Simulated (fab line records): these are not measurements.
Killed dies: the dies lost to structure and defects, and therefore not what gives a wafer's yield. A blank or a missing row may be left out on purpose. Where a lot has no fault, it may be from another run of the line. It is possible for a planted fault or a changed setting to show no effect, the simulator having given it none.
Comparing a struck lot with a sound one :: flow n5-finfet :: 36 out of 1938 route steps
Sound: wafers L582.1, L582.2, L582.4. Struck: wafers L597.1, L597.3 (left out: L597.2, a lot-mate that was not struck); the cause follows at the end.
Each step with rows lists, per side, the tool, then ch with its chambers, then its first start. Under that, the readings that differ: sound wafers :: struck wafers :: difference of the means :: sigmas: that difference in standard deviations of wafers without a fault.
alike: words and numbers the same on both sides, and readings whose means are apart by under 2 such deviations; not compared: readings that were withheld, readings missing a value for some wafer, numbers with overlapping values and no deviation given by the record, and bounds like >300 which may hide the same value.
The two part at a step that has a row with sigmas, a row that says differs or no value, or rows on one side only. Numbers that have no deviation but don't overlap get no sigmas and don't part them. Lack of a reading on every wafer of one side parts them only where that side has two or more wafers.

first, 9 steps without rows for these wafers: N5_BEOL_M4_ANNEAL_95 (time 240 s); N5_BEOL_M4_SPUTTER_96 (material Cu, target thk 4.5 nm, time 8.29 s); N5_BEOL_M4_ECD_50 (material Cu, target thk 300 nm); N5_BEOL_M4_ANNEAL_51 (time 90 s); N5_BEOL_M4_CMP_52 (polishes, stops on SiOC, t overpolish 6.8 s, target thk 40 nm); N5_BEOL_M4_PRE_CLEAN_60 (time 15 s); N5_BEOL_M4_CO_CAP_55 (material Co, precursor CCTBA/H2, target thk 2 nm, time 102.1 s); N5_BEOL_M4_PRE_CLEAN_56 (time 15 s); N5_BEOL_M4_DEP_57 (deposits SiCN from 3MS/NH3, target thk 8 nm, time 14 s).
N5_BEOL_M4_RC_MEAS_101:
  sound on prober-02 ch 0, day 9 01:22; struck on prober-01 ch 0, day 12 13:57
  alike: DIBL_N, DIBL_P, IOFF_N, IOFF_P, ION_N, ION_P, SS_N, SS_P, VT_N, VT_P
then, 24 steps without rows for these wafers: N5_BEOL_M5_ILD_DEP_00 (deposits SiCOH lowk from DEMS/porogen, target thk 140.64 nm, time 25.9 s); N5_BEOL_M5_CURE_79 (cures SiCOH lowk, time 240 s); N5_BEOL_M5_PECVD_70 (deposits SiO2 from TEOS/O2, target thk 16 nm, time 18 s); N5_BEOL_M5_HM_DEP_02 (deposits TiN, target thk 20 nm); N5_BEOL_M5_COAT_59 (time 60 s, resist thk 60 nm); N5_BEOL_M5_COAT_60 (time 60 s, resist thk 12 nm); N5_BEOL_M5_COAT_71 (time 60 s, resist thk 5 nm); N5_BEOL_M5_COAT_05 (resist thk 30 nm); N5_BEOL_M5_EBR_07; N5_BEOL_M5_SOFTBAKE_06 (time 60 s); N5_BEOL_M5_EXPOSE_08 (exposes mask M5, target cd 28 nm); N5_BEOL_M5_PEB_09 (peb time 60 s); N5_BEOL_M5_DEVELOP_10 (develop time 30 s); N5_BEOL_M5_DESCUM_16 (chemistry O2, time 7 s); N5_BEOL_M5_ETCH_72 (etches underlayer in N2/H2, target depth 6.5 nm, time 5.2 s); N5_BEOL_M5_ETCH_61 (etches SiARC in CF4, target depth 15.6 nm, time 26 s); N5_BEOL_M5_ETCH_62 (etches SOC in N2/H2, target depth 75 nm, overetch 15 nm, time 112.5 s); N5_BEOL_M5_STRIP_63 (strips in N2/H2); N5_BEOL_M5_STRIP_73 (strips in N2/H2); N5_BEOL_M5_STRIP_64 (strips in CF4); N5_BEOL_M5_HM_OPEN_17 (chemistry Cl2/BCl3, target TiN, target depth 20 nm, overetch 6 nm); N5_BEOL_M5_STRIP_19 (strips in O2); N5_BEOL_M5_COAT_65 (time 60 s, resist thk 60 nm); N5_BEOL_M5_COAT_66 (time 60 s, resist thk 12 nm).
-- a jump in the record: the struck wafers' starts before and after are 4 days apart (it breaks off in module BEOL_M5 and resumes in module PASSIVATION, where the first step shown is number 1910 of the route) --
N5_PASSIVATION_ETCH_59: etches TaN in Cl2/BCl3, target depth 65 nm, time 34.9 s.
  sound on rie-metal-03 ch 0,1, day 12 20:28; struck on rie-metal-03 ch 1, day 16 09:43
reading: oes-product-au (a.u.)
sound: 0.68 0.71 0.69
struck: 0.49 0.49
difference: -0.20
sigmas: -3

reading: throttle-valve-pct (%)
sound: 21.15 21.15 21.16
struck: 21.63 21.64
difference: +0.48
sigmas: +3

reading: model.etch.depth-nm (nm)
sound: 62.59 65.83 63.01
struck: 39.51 39.36
difference: -24.38
sigmas: 
  alike: drypump-motor-current-A
  not compared: rf-hours-counter-h
N5_PASSIVATION_PROBE_49:
  struck on prober-01, day 16 14:01; sound on prober-01, day 13 01:22
reading: defect-limited-yield (%)
sound: 91.6 89.3 88.9
struck: 0 0
difference: -90
sigmas: -64

reading: killed-at-front-end
sound: 38 29 54
struck: 19 17
difference: -22
sigmas: -2

reading: killed-at-other
sound: 2 4 4
struck: 1103 1108
difference: +1102
sigmas: +99 or more

reading: killed-dies
sound: 99 126 131
struck: 1180 1180
difference: +1061
sigmas: +66

reading: killed-on-rim
sound: 12 16 8
struck: 152 152
difference: +140
sigmas: +41

reading: killed-open
sound: 55 90 88
struck: 48 46
difference: -31
sigmas: -3

reading: sort_bin_5_function (%)
sound: 4.4 7.0 6.9
struck: 97.2 96.4
difference: +90.7
sigmas: +99 or more

reading: sort-n-pass
sound: 1081 1054 1049
struck: 0 0
difference: -1061
sigmas: -66

reading: sort-yield-pct (%)
sound: 91.6 89.3 88.9
struck: 0 0
difference: -90
sigmas: -64
  alike: killed_at_M0_to_M3, killed_at_M4_up, killed-at-contacts, killed-short, sort_bin_6_memory

== WHERE THEY PART ==
At N5_PASSIVATION_ETCH_59 first; at N5_PASSIVATION_PROBE_49 last (within this record only).

WHY: what had been put in by the simulator
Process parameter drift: rie-metal-03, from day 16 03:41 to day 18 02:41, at N5_PASSIVATION_ETCH_59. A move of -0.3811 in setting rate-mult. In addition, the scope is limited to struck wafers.
